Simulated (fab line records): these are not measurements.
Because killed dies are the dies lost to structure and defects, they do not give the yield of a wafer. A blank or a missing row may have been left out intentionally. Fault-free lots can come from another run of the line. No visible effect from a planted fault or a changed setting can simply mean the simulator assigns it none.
Matching of chambers / flow n5 finfet / rie diel-01 running N5_BEOL_M5_ETCH_68: 4 sister chambers
The step etches SOC in N2/H2, target depth 80 nm, overetch 16 nm, time 120 s. 4 wafers are shown with their chamber, then 12 later ones without.

== WAFERS PAIRED WITH THEIR CHAMBERS ==
wafer=L090.2; chamber=2; showerhead plenum p Torr (Torr)=2.39
wafer=L090.4; chamber=1; showerhead plenum p Torr (Torr)=2.51
wafer=L090.5; chamber=3; showerhead plenum p Torr (Torr)=2.47
wafer=L090.6; chamber=0; showerhead plenum p Torr (Torr)=2.64

== WAFERS WITHOUT THEIR CHAMBER ==
wafer=L091.1; showerhead plenum p Torr (Torr)=2.39
wafer=L091.3; showerhead plenum p Torr (Torr)=2.63
wafer=L091.4; showerhead plenum p Torr (Torr)=2.47
wafer=L093.1; showerhead plenum p Torr (Torr)=2.51
wafer=L093.2; showerhead plenum p Torr (Torr)=2.63
wafer=L093.3; showerhead plenum p Torr (Torr)=2.47
wafer=L095.2; showerhead plenum p Torr (Torr)=2.51
wafer=L095.4; showerhead plenum p Torr (Torr)=2.46
wafer=L095.5; showerhead plenum p Torr (Torr)=2.51
wafer=L097.4; showerhead plenum p Torr (Torr)=2.71
wafer=L097.5; showerhead plenum p Torr (Torr)=2.46
wafer=L097.6; showerhead plenum p Torr (Torr)=2.71

== WHICH CHAMBER EACH WENT THROUGH ==
wafer=L091.1; from the rows above=2; in truth=2
wafer=L091.3; from the rows above=0; in truth=0
wafer=L091.4; from the rows above=can't be placed: 3 or 1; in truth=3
wafer=L093.1; from the rows above=can't be placed: 1 or 3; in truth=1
wafer=L093.2; from the rows above=0; in truth=0
wafer=L093.3; from the rows above=can't be placed: 3 or 1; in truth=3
wafer=L095.2; from the rows above=can't be placed: 1 or 3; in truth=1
wafer=L095.4; from the rows above=can't be placed: 3 or 1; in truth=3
wafer=L095.5; from the rows above=can't be placed: 1 or 3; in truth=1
wafer=L097.4; from the rows above=0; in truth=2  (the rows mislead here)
wafer=L097.5; from the rows above=can't be placed: 3 or 1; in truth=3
wafer=L097.6; from the rows above=0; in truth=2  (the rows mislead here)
Correct placement for 3 of the 12. Cannot be placed on the basis of these rows: 7; the candidates contain the true chamber in 7. Number placed wrongly: 2.
How it was worked out, from the rows above alone: a wafer's distance from a chamber is the root of the sum, over the readings, of the square of ((its reading less the chamber's mean) divided by the reading's scatter). If the next closest chamber is less than 2 further off than the closest, the wafer can't be placed; otherwise it belongs to the closest. A chamber's mean is the mean of its shown wafers. The scatter (one wafer shown for each chamber): square how far every hidden wafer sits from the nearest shown wafer, average those squares and take the square root.
